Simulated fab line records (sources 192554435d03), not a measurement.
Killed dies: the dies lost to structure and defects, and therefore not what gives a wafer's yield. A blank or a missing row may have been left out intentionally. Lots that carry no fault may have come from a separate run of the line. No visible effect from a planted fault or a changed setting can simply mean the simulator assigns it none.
Chamber matching || flow n5_finfet || 4 sister chambers for N5_HKMG_FIN_CMP_23 on cmp-02
The step polishes, stops on SiNx, t overpolish 10 s, target thk 46.326 nm. 14 wafers are shown with their chamber, then 7 later ones without.

WAFERS, EACH WITH ITS CHAMBER
{"wafer": "L076.1", "chamber": 3, "motor_current_A (A)": 13.4, "overpolish_run_s (s)": 10.001, "time_to_endpoint_s (s)": 8.4}
{"wafer": "L076.2", "chamber": 2, "motor_current_A (A)": 12.5, "overpolish_run_s (s)": 10.005, "time_to_endpoint_s (s)": 10.2}
{"wafer": "L076.5", "chamber": 3, "motor_current_A (A)": 12.0, "overpolish_run_s (s)": 9.991, "time_to_endpoint_s (s)": 8.9}
{"wafer": "L079.1", "chamber": 2, "motor_current_A (A)": 12.9, "overpolish_run_s (s)": 10.001, "time_to_endpoint_s (s)": 9.6}
{"wafer": "L079.3", "chamber": 1, "motor_current_A (A)": 11.1, "overpolish_run_s (s)": 9.984, "time_to_endpoint_s (s)": 4.6}
{"wafer": "L079.5", "chamber": 2, "motor_current_A (A)": 12.6, "overpolish_run_s (s)": 10.000, "time_to_endpoint_s (s)": 9.2}
{"wafer": "L080.1", "chamber": 2, "motor_current_A (A)": 13.7, "overpolish_run_s (s)": 10.004, "time_to_endpoint_s (s)": 13.4}
{"wafer": "L080.4", "chamber": 1, "motor_current_A (A)": 11.1, "overpolish_run_s (s)": 9.990, "time_to_endpoint_s (s)": 10.5}
{"wafer": "L080.5", "chamber": 3, "motor_current_A (A)": 12.2, "overpolish_run_s (s)": 9.993, "time_to_endpoint_s (s)": 12.9}
{"wafer": "L082.1", "chamber": 0, "motor_current_A (A)": 12.2, "overpolish_run_s (s)": 9.997, "time_to_endpoint_s (s)": 10.8}
{"wafer": "L082.4", "chamber": 2, "motor_current_A (A)": 12.5, "overpolish_run_s (s)": 9.995, "time_to_endpoint_s (s)": 10.4}
{"wafer": "L082.5", "chamber": 3, "motor_current_A (A)": 12.7, "overpolish_run_s (s)": 10.017, "time_to_endpoint_s (s)": 9.4}
{"wafer": "L085.2", "chamber": 1, "motor_current_A (A)": 11.4, "overpolish_run_s (s)": 9.995, "time_to_endpoint_s (s)": 7.2}
{"wafer": "L085.3", "chamber": 3, "motor_current_A (A)": 12.6, "overpolish_run_s (s)": 9.998, "time_to_endpoint_s (s)": 5.7}

SIGNATURES (means of the wafers above)
{"reading": "motor_current_A", "chamber 0": 12.200, "chamber 1": 11.200, "chamber 2": 12.840, "chamber 3": 12.580, "scatter within a chamber": 0.475}
{"reading": "overpolish_run_s", "chamber 0": 9.99700, "chamber 1": 9.98967, "chamber 2": 10.00100, "chamber 3": 10.00000, "scatter within a chamber": 0.00739}
{"reading": "time_to_endpoint_s", "chamber 0": 10.800, "chamber 1": 7.433, "chamber 2": 10.560, "chamber 3": 9.060, "scatter within a chamber": 2.35}
Rule: for each reading, subtract the chamber's mean from the wafer's reading, divide by that reading's scatter and square the result; add these up over the readings and take the root, which gives the wafer's distance from the chamber. If the next closest chamber is less than 2 further off than the closest, the wafer can't be placed; otherwise it belongs to the closest. The scatter: the root of (the sum of the squares of (reading less its chamber's mean) over the shown wafers, divided by (wafers less chambers)).

WAFERS WHOSE CHAMBER IS MISSING
{"wafer": "L085.5", "motor_current_A (A)": 12.1, "overpolish_run_s (s)": 9.998, "time_to_endpoint_s (s)": 9.4}
{"wafer": "L095.4", "motor_current_A (A)": 11.2, "overpolish_run_s (s)": 9.993, "time_to_endpoint_s (s)": 10.2}
{"wafer": "L095.5", "motor_current_A (A)": 11.7, "overpolish_run_s (s)": 10.006, "time_to_endpoint_s (s)": 11.2}
{"wafer": "L095.6", "motor_current_A (A)": 13.0, "overpolish_run_s (s)": 9.991, "time_to_endpoint_s (s)": 11.0}
{"wafer": "L096.1", "motor_current_A (A)": 12.4, "overpolish_run_s (s)": 10.014, "time_to_endpoint_s (s)": 9.5}
{"wafer": "L096.3", "motor_current_A (A)": 12.4, "overpolish_run_s (s)": 10.000, "time_to_endpoint_s (s)": 10.3}
{"wafer": "L096.5", "motor_current_A (A)": 11.9, "overpolish_run_s (s)": 9.993, "time_to_endpoint_s (s)": 10.1}

EACH ONE'S CHAMBER
{"wafer": "L085.5", "from the rows above": "can't be placed: 0 or 3 or 2 or 1", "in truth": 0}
{"wafer": "L095.4", "from the rows above": "can't be placed: 1 or 0 or 3", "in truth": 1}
{"wafer": "L095.5", "from the rows above": "can't be placed: 0 or 3 or 2 or 1", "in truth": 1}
{"wafer": "L095.6", "from the rows above": "can't be placed: 2 or 3 or 0", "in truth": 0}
{"wafer": "L096.1", "from the rows above": "can't be placed: 3 or 2 or 0", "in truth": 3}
{"wafer": "L096.3", "from the rows above": "can't be placed: 0 or 3 or 2", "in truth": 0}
{"wafer": "L096.5", "from the rows above": "can't be placed: 0 or 3 or 1 or 2", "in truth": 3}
Correctly placed: 0 of 7. Cannot be placed on the basis of these rows: 7; the candidates contain the true chamber in 7. Placed wrongly: 0.
